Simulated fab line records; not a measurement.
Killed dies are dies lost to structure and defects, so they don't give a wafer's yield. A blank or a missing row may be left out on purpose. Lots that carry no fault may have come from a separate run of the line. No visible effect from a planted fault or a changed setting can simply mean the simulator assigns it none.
Matching of chambers | flow n5-finfet | N5_BEOL_M10_VIA_ETCH_34 on rie-diel-01: 4 sister chambers
The step etches SiCOH lowk in C4F6/O2, target depth 184.5 nm, time 69.2 s. 20 wafers are shown with their chamber, then 10 later ones without.

## WAFERS PAIRED WITH THEIR CHAMBERS
wafer  | chamber | rf-vpp-V (V) | throttle-valve-pct (%) | showerhead-plenum-p-Torr (Torr)
L074.3 | 1       | 666          | 20.35                  | 2.91
L074.4 | 2       | 686          | 21.25                  | 2.92
L074.6 | 1       | 666          | 20.35                  | 2.91
L079.1 | 1       | 665          | 20.40                  | 2.91
L079.4 | 3       | 661          | 20.92                  | 2.81
L079.6 | 1       | 666          | 20.38                  | 2.91
L081.3 | 3       | 662          | 20.93                  | 2.81
L081.5 | 2       | 685          | 21.28                  | 2.91
L081.6 | 1       | 665          | 20.38                  | 2.90
L083.1 | 1       | 666          | 20.36                  | 2.90
L083.4 | 0       | 633          | 21.18                  | 3.05
L083.6 | 0       | 632          | 21.20                  | 3.05
L086.2 | 2       | 686          | 21.27                  | 2.91
L086.3 | 1       | 664          | 20.38                  | 2.90
L086.4 | 0       | 632          | 21.19                  | 3.04
L090.1 | 0       | 632          | 21.22                  | 3.04
L090.3 | 1       | 665          | 20.43                  | 2.90
L090.6 | 0       | 635          | 21.21                  | 3.04
L093.1 | 3       | 659          | 20.98                  | 2.80
L093.3 | 0       | 631          | 21.22                  | 3.04

SIGNATURES (means of the wafers above)
reading                  | chamber 0 | chamber 1 | chamber 2 | chamber 3 | scatter within a chamber
rf-vpp-V                 | 632.50    | 665.38    | 685.67    | 660.67    | 1.08
throttle-valve-pct       | 21.2033   | 20.3788   | 21.2667   | 20.9433   | 0.0237
showerhead-plenum-p-Torr | 3.0433    | 2.9050    | 2.9133    | 2.8067    | 0.0054
Rule: a wafer's distance from a chamber is the root of the sum, over the readings, of the square of ((its reading less the chamber's mean) divided by the reading's scatter). If the next closest chamber is less than 2 further off than the closest, the wafer can't be placed; otherwise it belongs to the closest. The scatter is the square root of a quotient: the sum, over the shown wafers, of each reading's squared deviation from its chamber's mean, divided by wafers minus chambers.

## WAFERS WITHOUT THEIR CHAMBER
wafer  | rf-vpp-V (V) | throttle-valve-pct (%) | showerhead-plenum-p-Torr (Torr)
L093.4 | 684          | 21.32                  | 2.90
L091.1 | 660          | 20.97                  | 2.79
L091.2 | 665          | 20.44                  | 2.89
L091.4 | 665          | 20.41                  | 2.89
L095.1 | 686          | 21.33                  | 2.90
L095.2 | 633          | 21.23                  | 3.03
L095.3 | 664          | 20.43                  | 2.89
L095.4 | 660          | 20.98                  | 2.79
L095.5 | 660          | 20.99                  | 2.79
L095.6 | 684          | 21.33                  | 2.90

## THE CHAMBER EACH PASSED THROUGH
wafer  | from the rows above | in truth
L093.4 | 2                   | 2
L091.1 | 3                   | 3
L091.2 | 1                   | 1
L091.4 | 1                   | 1
L095.1 | 2                   | 2
L095.2 | 0                   | 0
L095.3 | 1                   | 1
L095.4 | 3                   | 3
L095.5 | 3                   | 3
L095.6 | 2                   | 2
Correct placement for 10 of the 10. Left unplaced by these rows: 0. 0 placed wrongly.
